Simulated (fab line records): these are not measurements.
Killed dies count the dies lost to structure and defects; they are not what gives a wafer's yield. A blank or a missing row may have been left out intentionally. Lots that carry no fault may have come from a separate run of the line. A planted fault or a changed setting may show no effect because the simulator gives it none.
Which of the tools did it? / flow n5_finfet / 24 lots, 72 wafers sampled, at 3 steps of a route of 1938

## WHAT THE GAUGES SHOWED, per wafer
N5_BEOL_M2_CD_MEAS_18: pitch 36 nm, target cd 18 nm.
lot=L074; measured=day 6 18:16; on=cd_sem-03; cd_nm (nm)=18.0 18.3 18.4
lot=L075; measured=day 6 22:21; on=cd_sem-01; cd_nm (nm)=18.3 17.9 17.6
lot=L076; measured=day 7 01:11; on=cd_sem-02; cd_nm (nm)=17.6 18.3 18.1
lot=L077; measured=day 7 08:47; on=cd_sem-02; cd_nm (nm)=18.5 17.9 17.7
lot=L078; measured=day 7 22:14; on=cd_sem-01; cd_nm (nm)=18.4 18.1 18.2
lot=L079; measured=day 7 23:40; on=cd_sem-01; cd_nm (nm)=18.1 17.8 18.5
lot=L080; measured=day 8 06:17; on=cd_sem-03; cd_nm (nm)=17.1 17.5 17.5
lot=L081; measured=day 8 10:19; on=cd_sem-03; cd_nm (nm)=17.8 18.1 17.9
lot=L082; measured=day 8 16:10; on=cd_sem-02; cd_nm (nm)=18.2 18.4 18.3
lot=L083; measured=day 9 03:30; on=cd_sem-01; cd_nm (nm)=18.3 18.2 18.2
lot=L084; measured=day 9 04:50; on=cd_sem-01; cd_nm (nm)=17.8 17.7 18.0
lot=L085; measured=day 9 09:07; on=cd_sem-02; cd_nm (nm)=18.1 17.9 17.7
lot=L086; measured=day 9 17:05; on=cd_sem-01; cd_nm (nm)=18.2 18.3 17.8
lot=L087; measured=day 9 21:01; on=cd_sem-03; cd_nm (nm)=18.5 17.7 18.5
lot=L088; measured=day 10 15:14; on=cd_sem-03; cd_nm (nm)=18.0 18.3 18.2
lot=L090; measured=day 10 19:07; on=cd_sem-03; cd_nm (nm)=18.8 18.3 18.1
lot=L089; measured=day 10 19:52; on=cd_sem-01; cd_nm (nm)=18.3 17.8 17.9
lot=L091; measured=day 11 00:23; on=cd_sem-03; cd_nm (nm)=17.7 17.3 17.7
lot=L092; measured=day 11 02:20; on=cd_sem-03; cd_nm (nm)=18.3 17.4 18.2
lot=L093; measured=day 11 11:52; on=cd_sem-02; cd_nm (nm)=18.1 17.8 18.0
lot=L094; measured=day 11 18:38; on=cd_sem-02; cd_nm (nm)=18.1 18.4 18.6
lot=L095; measured=day 11 22:07; on=cd_sem-03; cd_nm (nm)=18.1 18.4 18.1
lot=L096; measured=day 12 07:28; on=cd_sem-03; cd_nm (nm)=17.7 17.5 17.6
lot=L097; measured=day 12 10:39; on=cd_sem-02; cd_nm (nm)=17.5 18.1 18.4

N5_BEOL_M2_CD_MEAS_35: target cd 18 nm, target cd y 22.2 nm.
lot=L074; measured=day 6 20:50; on=cd_sem-03; cd_nm (nm)=18.1 18.2 18.2
lot=L075; measured=day 7 00:10; on=cd_sem-03; cd_nm (nm)=18.0 18.2 17.5
lot=L076; measured=day 7 03:09; on=cd_sem-02; cd_nm (nm)=18.2 17.8 17.7
lot=L077; measured=day 7 10:41; on=cd_sem-02; cd_nm (nm)=18.6 18.0 17.7
lot=L078; measured=day 8 01:25; on=cd_sem-03; cd_nm (nm)=18.1 17.6 17.9
lot=L079; measured=day 8 02:20; on=cd_sem-03; cd_nm (nm)=18.3 18.2 18.4
lot=L080; measured=day 8 08:57; on=cd_sem-02; cd_nm (nm)=17.5 17.4 17.7
lot=L081; measured=day 8 11:56; on=cd_sem-03; cd_nm (nm)=18.3 18.0 18.3
lot=L082; measured=day 8 21:12; on=cd_sem-02; cd_nm (nm)=18.3 18.6 18.6
lot=L083; measured=day 9 05:06; on=cd_sem-03; cd_nm (nm)=18.1 18.1 18.3
lot=L084; measured=day 9 06:13; on=cd_sem-03; cd_nm (nm)=17.9 18.2 18.3
lot=L085; measured=day 9 10:28; on=cd_sem-02; cd_nm (nm)=18.8 17.9 18.1
lot=L086; measured=day 9 20:28; on=cd_sem-02; cd_nm (nm)=17.9 18.2 17.7
lot=L087; measured=day 10 16:49; on=cd_sem-03; cd_nm (nm)=18.2 18.1 18.4
lot=L088; measured=day 10 20:44; on=cd_sem-02; cd_nm (nm)=18.0 18.0 18.2
lot=L090; measured=day 11 00:46; on=cd_sem-01; cd_nm (nm)=17.9 17.8 18.1
lot=L089; measured=day 11 08:17; on=cd_sem-01; cd_nm (nm)=18.3 18.4 18.3
lot=L091; measured=day 11 09:00; on=cd_sem-03; cd_nm (nm)=17.3 17.6 17.7
lot=L092; measured=day 11 07:56; on=cd_sem-02; cd_nm (nm)=17.9 17.5 18.5
lot=L093; measured=day 11 15:50; on=cd_sem-01; cd_nm (nm)=17.9 17.3 17.7
lot=L094; measured=day 11 23:14; on=cd_sem-01; cd_nm (nm)=18.1 18.3 18.4
lot=L095; measured=day 12 06:01; on=cd_sem-03; cd_nm (nm)=18.3 18.1 18.1
lot=L096; measured=day 12 14:55; on=cd_sem-01; cd_nm (nm)=17.9 17.9 17.4
lot=L097; measured=day 12 22:11; on=cd_sem-03; cd_nm (nm)=17.4 17.6 18.5

## TOOL THAT RAN EACH LOT (tool first, then ch and the chambers of the sampled wafers, then the start)
lot=L074; N5_BEOL_M2_ALD_98=ald_sin-04 ch 0,2,3, day 6 19:22
lot=L075; N5_BEOL_M2_ALD_98=ald_sin-03 ch 0,2, day 6 23:29
lot=L076; N5_BEOL_M2_ALD_98=ald_sin-04 ch 0,1, day 7 01:45
lot=L077; N5_BEOL_M2_ALD_98=ald_sin-03 ch 0,1, day 7 09:22
lot=L078; N5_BEOL_M2_ALD_98=ald_sin-03 ch 0,1,2, day 7 22:56
lot=L079; N5_BEOL_M2_ALD_98=ald_sin-01 ch 1,2,3, day 8 00:18
lot=L080; N5_BEOL_M2_ALD_98=ald_sin-01 ch 1,3, day 8 07:32
lot=L081; N5_BEOL_M2_ALD_98=ald_sin-03 ch 2,3, day 8 11:08
lot=L082; N5_BEOL_M2_ALD_98=ald_sin-01 ch 0,1,3, day 8 17:02
lot=L083; N5_BEOL_M2_ALD_98=ald_sin-01 ch 0,1, day 9 04:22
lot=L084; N5_BEOL_M2_ALD_98=ald_sin-03 ch 1,2,3, day 9 05:32
lot=L085; N5_BEOL_M2_ALD_98=ald_sin-04 ch 0,1, day 9 09:46
lot=L086; N5_BEOL_M2_ALD_98=ald_sin-03 ch 0,1,2, day 9 17:40
lot=L087; N5_BEOL_M2_ALD_98=ald_sin-03 ch 2,3, day 9 21:37
lot=L088; N5_BEOL_M2_ALD_98=ald_sin-04 ch 0,1,3, day 10 17:43
lot=L090; N5_BEOL_M2_ALD_98=ald_sin-01 ch 0,1,2, day 10 21:34
lot=L089; N5_BEOL_M2_ALD_98=ald_sin-04 ch 0,2,3, day 10 22:52
lot=L091; N5_BEOL_M2_ALD_98=ald_sin-01 ch 1,2, day 11 01:37
lot=L092; N5_BEOL_M2_ALD_98=ald_sin-01 ch 0,1,2, day 11 03:02
lot=L093; N5_BEOL_M2_ALD_98=ald_sin-03 ch 1,2,3, day 11 12:26
lot=L094; N5_BEOL_M2_ALD_98=ald_sin-03 ch 0,1,3, day 11 19:29
lot=L095; N5_BEOL_M2_ALD_98=ald_sin-04 ch 0,1,2, day 11 23:10
lot=L096; N5_BEOL_M2_ALD_98=ald_sin-01 ch 0,3, day 12 08:05
lot=L097; N5_BEOL_M2_ALD_98=ald_sin-04 ch 0,1,3, day 12 11:18
- N5_BEOL_M2_ALD_98: deposits SiO2, target thk 2.5 nm, pulse time 1 s, co reactant pulse time 1 s.

## AS READ BY THE TOOLS THEMSELVES (means over the sampled wafers that have a number; for cases with no such wafer, the mark the record gives instead)
N5_BEOL_M2_ALD_98.
lot=L074; tool=ald_sin-04; heater_power_w (W)=83; precursor_pulse_height_rel=1.009
lot=L075; tool=ald_sin-03; heater_power_w (W)=77; precursor_pulse_height_rel=0.995
lot=L076; tool=ald_sin-04; heater_power_w (W)=77; precursor_pulse_height_rel=0.991
lot=L077; tool=ald_sin-03; heater_power_w (W)=66; precursor_pulse_height_rel=1.010
lot=L078; tool=ald_sin-03; heater_power_w (W)=72; precursor_pulse_height_rel=0.996
lot=L079; tool=ald_sin-01; heater_power_w (W)=77; precursor_pulse_height_rel=0.980
lot=L080; tool=ald_sin-01; heater_power_w (W)=79; precursor_pulse_height_rel=0.995
lot=L081; tool=ald_sin-03; heater_power_w (W)=77; precursor_pulse_height_rel=0.996
lot=L082; tool=ald_sin-01; heater_power_w (W)=78; precursor_pulse_height_rel=1.005
lot=L083; tool=ald_sin-01; heater_power_w (W)=73; precursor_pulse_height_rel=1.019
lot=L084; tool=ald_sin-03; heater_power_w (W)=73; precursor_pulse_height_rel=0.987
lot=L085; tool=ald_sin-04; heater_power_w (W)=76; precursor_pulse_height_rel=0.999
lot=L086; tool=ald_sin-03; heater_power_w (W)=72; precursor_pulse_height_rel=1.032
lot=L087; tool=ald_sin-03; heater_power_w (W)=77; precursor_pulse_height_rel=1.001
lot=L088; tool=ald_sin-04; heater_power_w (W)=77; precursor_pulse_height_rel=0.998
lot=L090; tool=ald_sin-01; heater_power_w (W)=75; precursor_pulse_height_rel=0.990
lot=L089; tool=ald_sin-04; heater_power_w (W)=80; precursor_pulse_height_rel=1.022
lot=L091; tool=ald_sin-01; heater_power_w (W)=75; precursor_pulse_height_rel=0.999
lot=L092; tool=ald_sin-01; heater_power_w (W)=74; precursor_pulse_height_rel=1.003
lot=L093; tool=ald_sin-03; heater_power_w (W)=72; precursor_pulse_height_rel=1.030
lot=L094; tool=ald_sin-03; heater_power_w (W)=71; precursor_pulse_height_rel=1.005
lot=L095; tool=ald_sin-04; heater_power_w (W)=81; precursor_pulse_height_rel=0.987
lot=L096; tool=ald_sin-01; heater_power_w (W)=83; precursor_pulse_height_rel=0.989
lot=L097; tool=ald_sin-04; heater_power_w (W)=76; precursor_pulse_height_rel=0.999

## THE ANSWER, worked out from the rows above alone
Rule: the lots themselves supply what counts as usual. Put in order of their means at a reading, lots are off if they are a third of the lots or fewer, leave a main group of 4 or more, and stand apart from it by a gap of 3 or more times the standard deviation of the main group's means; of several such gaps the widest counts. A main group whose means are all the same, to the digits that the tables above print for the reading, isn't used. A lot without any number at a reading at which 4 lots or more have one is off too. Any other lot the step has rows for is counted as sound. First the gauges in route order, then the tools' own readings, where a lot's mean is used as printed above. At the first step where some lot is off, the reading lying furthest off is the one used; lots without a number count as furthest.
Nothing can be told from this: no lot is off at any reading shown.

## WHAT HAD BEEN PUT IN BY THE SIMULATOR
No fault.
